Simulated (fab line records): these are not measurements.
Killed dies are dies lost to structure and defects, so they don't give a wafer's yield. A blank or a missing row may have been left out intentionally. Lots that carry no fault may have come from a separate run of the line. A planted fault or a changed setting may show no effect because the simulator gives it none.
fab line records	flow nand-harc
record lots=24	wafers=72	last-day=24
route steps=1159 shown A_CONTACT@912 A_BLC@975 A_BONDPAD@1082
lots that met no fault: from a run of the same line without faults
start-h: the number of hours between the record's first day and the start of the first shown wafer of the lot	wait-h: hours from the lot's prior step to this one	" the same as in the row above	L1.1+2: a row that stands for several wafers	- value missing, or start not given	* or withheld: withheld	< > ~ a bound
route shown NAME@n: a module of which the file shows steps, and the number in the route of the first	usual: mean/standard deviation of fault-free wafers	same: alike in all rows	chamber/n: place in a boat	sites: each site's reading	_std_site: the values' standard deviation	_edge_site: mean of outer sites minus mean of inner sites	radius-mm: for every site, how far away it sits from the centre of the wafer	mask NAME#n: copy n	behind: the most recent tool/chamber to have shaped the wafer	hold: why the lot went on hold/how many hours it stayed there/how the hold came to an end	device: which transistor (n, p or np) failed to switch	end of line: the same wafers' tests at the end of the route	a step given without rows: its recipe and nothing more	killed: the dies lost at the first sort to structure and to defects; this is not the yield of the wafer	map: the dies of a wafer, with x for killed, . for not killed, _ for no die there
set.NAME: the setting as run; set.NAME@STEP: as run at that earlier step	model.NAME: the simulator's own value behind a step, which no gauge read
route steps across a sampled set of lots; one table per step, one row per wafer
services: when a tool's chamber went out of use (start-h, in hours from the record's first day, below 0 if earlier), for how many hours, and the reason
## steps
# step NHARC_A_CONTACT_ETCH_132
# recipe source-w=withheld	pressure-mtorr=20	bias-v=1200	time-s=156	target-depth-a=9580	ar-flow-sccm=withheld	c4f8-flow-sccm=withheld	o2-flow-sccm=withheld	chemistry=C4F8/O2/Ar
lot.wafer	tool	chamber	start-h	wait-h	rf-hours-counter-h
L075.2	har-cap-etch-02	1	382.08	0.1	11
L075.3	"	1	"	"	-
L075.4	"	0	"	"	-
L074.1	har-cap-etch-03	0	382.20	0.1	84
L074.5	"	0	"	"	-
L074.6	"	1	"	"	-
L076.1	har-cap-etch-01	1	384.34	0.1	61
L076.2	"	0	"	"	61
L076.4	"	1	"	"	-
L079.2	har-cap-etch-02	1	394.20	0.1	14
L079.3	"	0	"	"	-
L079.6	"	0	"	"	-
L078.3	har-cap-etch-01	1	401.20	0.1	-
L078.6	"	1	"	"	-
L078.5	"	0	"	"	-
L077.2	har-cap-etch-02	1	403.77	0.1	16
L077.3	"	1	"	"	-
L077.5	"	0	"	"	-
L080.1	har-cap-etch-01	0	411.10	0.1	66
L080.2	"	1	"	"	66
L080.6	"	0	"	"	-
L082.3	har-cap-etch-02	0	414.60	0.1	-
L082.4	"	1	"	"	-
L082.6	"	0	"	"	-
L081.2	har-cap-etch-03	0	423.37	0.2	92
L081.3	"	1	"	"	-
L081.5	"	1	"	"	-
L083.2	har-cap-etch-01	0	434.43	0.1	70
L083.6	"	1	"	"	-
L083.5	"	0	"	"	-
L084.1	har-cap-etch-02	1	436.10	0.1	21
L084.4	"	1	"	"	-
L084.5	"	0	"	"	-
L085.2	har-cap-etch-02	1	445.03	0.1	24
L085.3	"	1	"	"	-
L085.6	"	1	"	"	-
L088.1	har-cap-etch-01	0	447.45	0.1	73
L088.4	"	1	"	"	-
L088.5	"	1	"	"	-
L087.2	har-cap-etch-02	1	450.20	0.1	25
L087.4	"	0	"	"	-
L087.3	"	1	"	"	-
L086.3	har-cap-etch-01	0	455.79	0.1	-
L086.4	"	1	"	"	-
L086.5	"	0	"	"	-
L089.2	har-cap-etch-02	0	462.24	0.1	27
L089.3	"	0	"	"	-
L089.6	"	0	"	"	-
L090.1	har-cap-etch-01	1	473.44	0.1	78
L090.3	"	1	"	"	-
L090.5	"	0	"	"	-
L091.2	har-cap-etch-03	0	476.24	0.1	102
L091.3	"	1	"	"	-
L091.4	"	0	"	"	-
L094.1	har-cap-etch-01	0	479.98	0.1	79
L094.4	"	0	"	"	-
L094.6	"	1	"	"	-
L093.1	har-cap-etch-03	0	486.59	0.1	103
L093.6	"	0	"	"	-
L093.5	"	1	"	"	-
L092.2	har-cap-etch-02	1	499.05	0.1	33
L092.1	"	0	"	"	33
L092.4	"	0	"	"	-
L095.2	har-cap-etch-01	0	504.66	0.1	82
L095.3	"	1	"	"	-
L095.6	"	0	"	"	-
L097.2	har-cap-etch-03	1	517.74	0.1	108
L097.3	"	0	"	"	-
L097.5	"	1	"	"	-
L096.4	har-cap-etch-02	1	518.37	0.1	-
L096.3	"	0	"	"	-
L096.6	"	1	"	"	-
# step NHARC_A_CONTACT_ETCH_136
# recipe source-w=withheld	pressure-mtorr=20	bias-v=3000	time-s=132	target-depth-a=12870	ar-flow-sccm=withheld	c4f8-flow-sccm=withheld	o2-flow-sccm=withheld	chemistry=C4F8/O2/Ar
lot.wafer	tool	chamber	start-h	wait-h	rf-hours-counter-h
L075.2	har-cap-etch-01	0	387.56	0.1	62
L075.4	"	1	"	"	-
L075.3	"	0	"	"	-
L074.1	har-cap-etch-02	0	387.89	0.1	13
L074.5	"	1	"	"	-
L074.6	"	0	"	"	-
L076.1	har-cap-etch-01	1	389.99	0.1	62
L076.2	"	0	"	"	62
L076.4	"	1	"	"	-
L079.2	har-cap-etch-02	0	401.04	0.1	15
L079.3	"	1	"	"	-
L079.6	"	1	"	"	-
L078.3	har-cap-etch-03	0	406.60	0.1	-
L078.6	"	1	"	"	-
L078.5	"	0	"	"	-
L077.2	har-cap-etch-02	0	410.04	0.1	17
L077.3	"	1	"	"	-
L077.5	"	0	"	"	-
L080.1	har-cap-etch-01	1	420.98	0.1	67
L080.2	"	0	"	"	67
L080.6	"	0	"	"	-
L082.3	har-cap-etch-02	1	422.22	0.1	-
L082.4	"	0	"	"	-
L082.6	"	1	"	"	-
L081.2	har-cap-etch-03	1	429.20	0.1	93
L081.3	"	1	"	"	-
L081.5	"	1	"	"	-
L083.2	har-cap-etch-02	1	441.45	0.1	22
L083.6	"	1	"	"	-
L083.5	"	0	"	"	-
L084.1	har-cap-etch-01	0	442.76	0.1	71
L084.4	"	1	"	"	-
L084.5	"	1	"	"	-
L085.2	har-cap-etch-01	0	451.00	0.1	73
L085.3	"	0	"	"	-
L085.6	"	1	"	"	-
L088.1	har-cap-etch-03	1	453.73	0.1	97
L088.4	"	0	"	"	-
L088.5	"	1	"	"	-
L087.2	har-cap-etch-03	0	456.11	0.1	98
L087.3	"	0	"	"	-
L087.4	"	1	"	"	-
L086.3	har-cap-etch-01	1	465.13	0.1	-
L086.4	"	0	"	"	-
L086.5	"	0	"	"	-
L089.2	har-cap-etch-01	0	468.03	0.1	76
L089.3	"	0	"	"	-
L089.6	"	1	"	"	-
L090.1	har-cap-etch-02	0	480.25	0.1	30
L090.3	"	1	"	"	-
L090.5	"	1	"	"	-
L091.2	har-cap-etch-01	0	486.80	0.1	79
L091.4	"	0	"	"	-
L091.3	"	1	"	"	-
L094.1	har-cap-etch-03	1	491.48	0.1	104
L094.4	"	0	"	"	-
L094.6	"	1	"	"	-
L093.1	har-cap-etch-01	1	494.41	0.1	80
L093.6	"	0	"	"	-
L093.5	"	1	"	"	-
L092.2	har-cap-etch-03	1	504.38	0.1	105
L092.1	"	0	"	"	105
L092.4	"	0	"	"	-
L095.2	har-cap-etch-03	0	510.00	0.1	106
L095.3	"	1	"	"	-
L095.6	"	0	"	"	-
L097.2	har-cap-etch-03	0	523.09	0.1	108
L097.3	"	1	"	"	-
L097.5	"	1	"	"	-
L096.3	har-cap-etch-02	1	523.70	0.1	-
L096.4	"	0	"	"	-
L096.6	"	1	"	"	-
# step NHARC_A_CONTACT_ETCH_137
# recipe source-w=withheld	pressure-mtorr=20	bias-v=3000	time-s=132	target-depth-a=12870	ar-flow-sccm=withheld	c4f8-flow-sccm=withheld	o2-flow-sccm=withheld	chemistry=C4F8/O2/Ar
lot.wafer	tool	chamber	start-h	wait-h	rf-hours-counter-h
L075.2	har-cap-etch-01	0	387.68	0.1	62
L075.4	"	1	"	"	-
L075.3	"	0	"	"	-
L074.1	har-cap-etch-02	0	388.01	0.1	13
L074.5	"	1	"	"	-
L074.6	"	0	"	"	-
L076.1	har-cap-etch-01	1	390.11	0.1	62
L076.2	"	0	"	"	62
L076.4	"	1	"	"	-
L079.2	har-cap-etch-02	0	401.16	0.1	15
L079.3	"	1	"	"	-
L079.6	"	1	"	"	-
L078.3	har-cap-etch-03	0	406.72	0.1	-
L078.6	"	1	"	"	-
L078.5	"	0	"	"	-
L077.2	har-cap-etch-02	0	410.16	0.1	17
L077.3	"	1	"	"	-
L077.5	"	0	"	"	-
L080.1	har-cap-etch-01	1	421.10	0.1	67
L080.2	"	0	"	"	67
L080.6	"	0	"	"	-
L082.3	har-cap-etch-02	1	422.34	0.1	-
L082.4	"	0	"	"	-
L082.6	"	1	"	"	-
L081.2	har-cap-etch-03	1	429.32	0.1	93
L081.3	"	1	"	"	-
L081.5	"	1	"	"	-
L083.2	har-cap-etch-02	1	441.57	0.1	22
L083.6	"	1	"	"	-
L083.5	"	0	"	"	-
L084.1	har-cap-etch-01	0	442.88	0.1	71
L084.4	"	1	"	"	-
L084.5	"	1	"	"	-
L085.2	har-cap-etch-01	0	451.12	0.1	73
L085.3	"	0	"	"	-
L085.6	"	1	"	"	-
L088.1	har-cap-etch-03	1	453.85	0.1	97
L088.4	"	0	"	"	-
L088.5	"	1	"	"	-
L087.2	har-cap-etch-03	0	456.23	0.1	98
L087.3	"	0	"	"	-
L087.4	"	1	"	"	-
L086.3	har-cap-etch-01	1	465.25	0.1	-
L086.4	"	0	"	"	-
L086.5	"	0	"	"	-
L089.2	har-cap-etch-01	0	468.15	0.1	76
L089.3	"	0	"	"	-
L089.6	"	1	"	"	-
L090.1	har-cap-etch-02	0	480.37	0.1	30
L090.3	"	1	"	"	-
L090.5	"	1	"	"	-
L091.2	har-cap-etch-01	0	486.92	0.1	80
L091.4	"	0	"	"	-
L091.3	"	1	"	"	-
L094.1	har-cap-etch-03	1	491.61	0.1	104
L094.4	"	0	"	"	-
L094.6	"	1	"	"	-
L093.1	har-cap-etch-01	1	494.53	0.1	80
L093.6	"	0	"	"	-
L093.5	"	1	"	"	-
L092.2	har-cap-etch-03	1	504.51	0.1	106
L092.1	"	0	"	"	106
L092.4	"	0	"	"	-
L095.2	har-cap-etch-03	0	510.12	0.1	106
L095.3	"	1	"	"	-
L095.6	"	0	"	"	-
L097.2	har-cap-etch-03	0	523.25	0.1	108
L097.3	"	1	"	"	-
L097.5	"	1	"	"	-
L096.3	har-cap-etch-02	1	523.83	0.1	-
L096.4	"	0	"	"	-
L096.6	"	1	"	"	-
# step NHARC_A_BLC_OVL_MEAS_11
# usual overlay-x-nm=0.3/0.74	overlay-y-nm=-0.4/0.78
lot.wafer	tool	chamber	start-h	wait-h	overlay-x-nm	overlay-y-nm
L075.2	overlay-02	-	399.66	-	0.5	0.5
L075.3	"	-	"	"	0.1	-0.1
L075.4	"	-	"	"	0.4	-0.2
L074.1	overlay-02	-	400.54	-	0.1	-0.1
L074.5	"	-	"	"	0.3	-0.5
L074.6	"	-	"	"	0.2	-0.3
L076.1	overlay-02	-	401.14	-	1.1	-0.8
L076.2	"	-	"	"	0.8	-1.2
L076.4	"	-	"	"	0.8	-0.7
L079.2	overlay-02	-	405.15	-	-0.2	-2.8
L079.3	"	-	"	"	-0.6	-2.5
L079.6	"	-	"	"	0.0	-2.5
L078.3	overlay-01	-	410.95	-	-0.9	0.4
L078.5	"	-	"	"	-0.8	0.5
L078.6	"	-	"	"	-1.0	0.5
L077.2	overlay-01	-	414.17	-	-0.7	0.3
L077.3	"	-	"	"	-0.8	0.0
L077.5	"	-	"	"	-0.4	0.4
L080.1	overlay-02	-	425.02	-	0.1	-0.8
L080.2	"	-	"	"	1.3	-0.9
L080.6	"	-	"	"	0.5	-0.4
L082.3	overlay-01	-	426.21	-	0.3	-1.0
L082.4	"	-	"	"	-0.5	-0.8
L082.6	"	-	"	"	-0.9	-1.3
L081.2	overlay-01	-	437.77	-	-0.5	0.1
L081.3	"	-	"	"	-0.3	-0.2
L081.5	"	-	"	"	-0.3	0.1
L083.2	overlay-02	-	445.72	-	-0.4	0.1
L083.5	"	-	"	"	0.0	-0.4
L083.6	"	-	"	"	-0.4	0.2
L084.1	overlay-01	-	446.72	-	0.7	-1.5
L084.4	"	-	"	"	1.0	-1.8
L084.5	"	-	"	"	1.1	-1.7
L085.2	overlay-02	-	459.00	-	-0.3	-0.4
L085.3	"	-	"	"	0.3	-0.2
L085.6	"	-	"	"	-0.2	-0.2
L088.1	overlay-01	-	459.74	-	-0.4	-0.6
L088.4	"	-	"	"	-0.6	-0.3
L088.5	"	-	"	"	-0.5	-0.2
L087.2	overlay-02	-	460.36	-	-0.3	0.5
L087.3	"	-	"	"	-0.1	0.6
L087.4	"	-	"	"	-0.5	-0.1
L086.3	overlay-01	-	469.65	-	0.7	0.3
L086.4	"	-	"	"	0.4	0.3
L086.5	"	-	"	"	1.0	0.6
L089.2	overlay-02	-	472.22	-	0.4	0.1
L089.3	"	-	"	"	0.1	-0.5
L089.6	"	-	"	"	0.0	-0.1
L090.1	overlay-01	-	486.45	-	1.6	0.6
L090.3	"	-	"	"	1.3	0.7
L090.5	"	-	"	"	1.5	0.6
L091.2	overlay-01	-	497.02	-	0.5	-1.0
L091.3	"	-	"	"	0.6	-0.7
L091.4	"	-	"	"	0.8	-0.8
L094.1	overlay-02	-	497.66	-	1.3	0.3
L094.4	"	-	"	"	1.6	0.1
L094.6	"	-	"	"	1.5	0.1
L093.1	overlay-02	-	498.52	-	1.3	-1.5
L093.5	"	-	"	"	1.6	-1.2
L093.6	"	-	"	"	1.2	-0.9
L092.1	overlay-02	-	508.71	-	-0.1	-1.1
L092.2	"	-	"	"	0.4	-1.2
L092.4	"	-	"	"	-0.2	-1.0
L095.2	overlay-01	-	514.62	-	1.0	0.2
L095.3	"	-	"	"	1.1	0.0
L095.6	"	-	"	"	0.8	-0.2
L097.2	overlay-01	-	527.40	-	0.5	0.1
L097.3	"	-	"	"	0.9	0.3
L097.5	"	-	"	"	0.9	-0.2
L096.3	overlay-02	-	528.03	-	0.6	0.4
L096.4	"	-	"	"	0.4	0.1
L096.6	"	-	"	"	0.1	0.4
# step NHARC_A_BLC_ETCH_18
# recipe target-depth-a=9100	c4f8-flow-sccm=20	o2-flow-sccm=10	ar-flow-sccm=withheld	rf-w=600	bias-w=1500	chemistry=C4F8/O2/Ar
# usual oes-product-au=0.956/0.021	rf-vpp-V=981/4.7
lot.wafer	tool	chamber	start-h	wait-h	oes-product-au	rf-hours-counter-h	rf-vpp-V
L075.4	rie-diel-13	2	-	-	0.970	11	984
L075.2	"	0	"	"	0.948	11	983
L075.3	"	1	"	"	0.997	11	982
L074.1	rie-diel-07	0	-	-	0.982	19	979
L074.5	"	3	"	"	0.970	-	978
L074.6	"	0	"	"	0.991	-	978
L076.2	rie-diel-07	3	-	-	0.954	19	976
L076.4	"	0	"	"	0.940	19	979
L076.1	"	1	"	"	0.943	19	972
L079.2	rie-diel-13	2	-	-	0.955	12	985
L079.3	"	3	"	"	0.985	10	986
L079.6	"	3	"	"	0.980	-	985
L078.3	rie-diel-13	0	-	-	0.932	12	984
L078.5	"	1	"	"	0.959	-	984
L078.6	"	2	"	"	0.935	-	984
L077.2	rie-diel-07	1	-	-	0.984	0	975
L077.3	"	3	"	"	0.960	0	977
L077.5	"	0	"	"	0.977	-	979
L080.2	rie-diel-13	0	-	-	0.929	14	984
L080.1	"	2	"	"	0.924	14	985
L080.6	"	0	"	"	0.924	-	985
L082.3	rie-diel-13	0	-	-	0.959	14	984
L082.4	"	1	"	"	0.981	15	986
L082.6	"	2	"	"	0.964	-	986
L081.3	rie-diel-07	1	-	-	0.928	3	974
L081.2	"	2	"	"	0.921	3	982
L081.5	"	0	"	"	0.917	-	977
L083.2	rie-diel-13	2	-	-	0.972	16	986
L083.6	"	0	"	"	0.963	-	984
L083.5	"	1	"	"	0.998	-	983
L084.1	rie-diel-13	1	-	-	0.926	17	983
L084.4	"	2	"	"	0.920	17	984
L084.5	"	1	"	"	0.933	-	983
L085.3	rie-diel-07	3	-	-	0.989	5	979
L085.2	"	1	"	"	0.968	4	975
L085.6	"	3	"	"	0.991	-	978
L088.1	rie-diel-07	3	-	-	0.982	5	976
L088.4	"	0	"	"	0.971	5	978
L088.5	"	1	"	"	0.963	-	974
L087.2	rie-diel-04	3	-	-	0.918	60	971
L087.3	"	0	"	"	0.921	59	972
L087.4	"	1	"	"	0.932	56	986
L086.3	rie-diel-13	1	-	-	0.992	1	981
L086.4	"	3	"	"	0.975	1	986
L086.5	"	2	"	"	0.953	-	987
L089.2	rie-diel-07	2	-	-	0.957	7	982
L089.3	"	3	"	"	0.986	7	977
L089.6	"	0	"	"	0.963	-	978
L090.3	rie-diel-07	1	-	-	0.967	8	975
L090.1	"	0	"	"	0.959	9	977
L090.5	"	2	"	"	0.954	-	983
L091.4	rie-diel-13	2	-	-	0.940	3	985
L091.3	"	3	"	"	0.959	3	987
L091.2	"	0	"	"	0.970	3	983
L094.1	rie-diel-07	1	-	-	0.957	9	973
L094.6	"	0	"	"	0.940	-	978
L094.4	"	1	"	"	0.958	-	973
L093.1	rie-diel-13	1	-	-	0.955	4	984
L093.5	"	0	"	"	0.962	-	983
L093.6	"	1	"	"	0.959	-	983
L092.2	rie-diel-04	0	-	-	0.965	15	972
L092.1	"	1	"	"	0.978	14	986
L092.4	"	3	"	"	0.979	14	970
L095.2	rie-diel-13	0	-	-	0.970	5	985
L095.3	"	1	"	"	0.969	5	983
L095.6	"	2	"	"	0.935	-	985
L097.2	rie-diel-13	0	-	-	0.951	6	985
L097.3	"	1	"	"	0.975	6	983
L097.5	"	1	"	"	0.975	-	983
L096.4	rie-diel-07	3	-	-	0.944	11	979
L096.3	"	0	"	"	0.912	13	979
L096.6	"	0	"	"	0.921	-	977
# step NHARC_A_BONDPAD_DEGAS_25
# recipe temp-c=300	time-s=60
# usual heater-power-w=451/34
lot.wafer	tool	chamber	start-h	wait-h	heater-power-w
L075.2	pvd-sputter-01	-	413.78	-	395
L075.3	"	-	"	"	498
L075.4	"	-	"	"	484
L074.1	pvd-sputter-02	-	414.76	-	406
L074.5	"	-	"	"	465
L074.6	"	-	"	"	430
L076.2	pvd-sputter-02	-	415.76	-	440
L076.1	"	-	"	"	394
L076.4	"	-	"	"	447
L079.2	pvd-sputter-01	-	420.94	-	384
L079.3	"	-	"	"	467
L079.6	"	-	"	"	499
L078.3	pvd-sputter-03	-	425.27	-	418
L078.6	"	-	"	"	431
L078.5	"	-	"	"	481
L077.3	pvd-sputter-02	-	430.89	-	458
L077.2	"	-	"	"	431
L077.5	"	-	"	"	405
L080.2	pvd-sputter-03	-	439.56	-	473
L080.1	"	-	"	"	414
L080.6	"	-	"	"	417
L082.4	pvd-sputter-01	-	440.64	-	466
L082.3	"	-	"	"	386
L082.6	"	-	"	"	463
L081.3	pvd-sputter-02	-	452.85	-	423
L081.2	"	-	"	"	408
L081.5	"	-	"	"	433
L083.2	pvd-sputter-01	-	459.85	-	493
L083.5	"	-	"	"	492
L083.6	"	-	"	"	474
L084.1	pvd-sputter-01	-	460.64	-	396
L084.4	"	-	"	"	501
L084.5	"	-	"	"	389
L085.3	pvd-sputter-01	-	475.38	-	477
L085.2	"	-	"	"	505
L085.6	"	-	"	"	474
L088.1	pvd-sputter-01	-	475.84	-	466
L088.4	"	-	"	"	394
L088.5	"	-	"	"	469
L087.4	pvd-sputter-02	-	476.35	-	462
L087.3	"	-	"	"	436
L087.2	"	-	"	"	440
L086.3	pvd-sputter-01	-	484.54	-	498
L086.4	"	-	"	"	467
L086.5	"	-	"	"	397
L089.3	pvd-sputter-01	-	486.51	-	477
L089.2	"	-	"	"	389
L089.6	"	-	"	"	494
L090.1	pvd-sputter-02	-	506.63	-	461
L090.3	"	-	"	"	418
L090.5	"	-	"	"	410
L091.4	pvd-sputter-02	-	515.82	-	466
L091.2	"	-	"	"	426
L091.3	"	-	"	"	405
L094.4	pvd-sputter-02	-	515.94	-	400
L094.1	"	-	"	"	480
L094.6	"	-	"	"	409
L093.1	pvd-sputter-02	-	517.04	-	474
L093.6	"	-	"	"	437
L093.5	"	-	"	"	451
L092.2	pvd-sputter-01	-	524.52	-	476
L092.1	"	-	"	"	459
L092.4	"	-	"	"	412
L095.3	pvd-sputter-01	-	535.01	-	483
L095.2	"	-	"	"	416
L095.6	"	-	"	"	497
L097.2	pvd-sputter-01	-	543.89	-	484
L097.3	"	-	"	"	476
L097.5	"	-	"	"	464
L096.4	pvd-sputter-02	-	546.05	-	432
L096.3	"	-	"	"	449
L096.6	"	-	"	"	460
## services
tool	chamber	start-h	hours	kind
har-cap-etch-01	-	363.27	0.3	repair
pvd-sputter-01	-	380.71	3.7	repair
pvd-sputter-03	-	382.27	1.8	repair
pvd-sputter-02	-	392.01	10.0	pm
rie-diel-07	-	405.20	9.0	pm
rie-diel-04	1	406.37	17.4	repair
rie-diel-04	0	449.88	2.4	repair
rie-diel-13	-	453.00	9.0	pm
pvd-sputter-03	-	458.05	10.0	pm
rie-diel-04	2	465.43	6.1	repair
rie-diel-04	-	466.57	9.0	pm
har-cap-etch-03	-	471.93	0.8	repair
pvd-sputter-03	-	472.53	13.3	repair
rie-diel-13	-	475.60	0.5	repair
rie-diel-07	3	482.81	18.6	repair
pvd-sputter-02	-	483.82	3.7	repair
pvd-sputter-03	-	508.08	69.7	repair
pvd-sputter-02	-	510.73	4.9	repair
pvd-sputter-01	-	514.06	10.0	pm
rie-diel-13	2	520.62	9.9	repair
har-cap-etch-01	-	538.84	1.1	repair
har-cap-etch-03	-	545.00	17.0	pm
har-cap-etch-03	0	545.00	17.0	vent-cycle
har-cap-etch-03	1	545.00	17.0	vent-cycle
## key
fault none
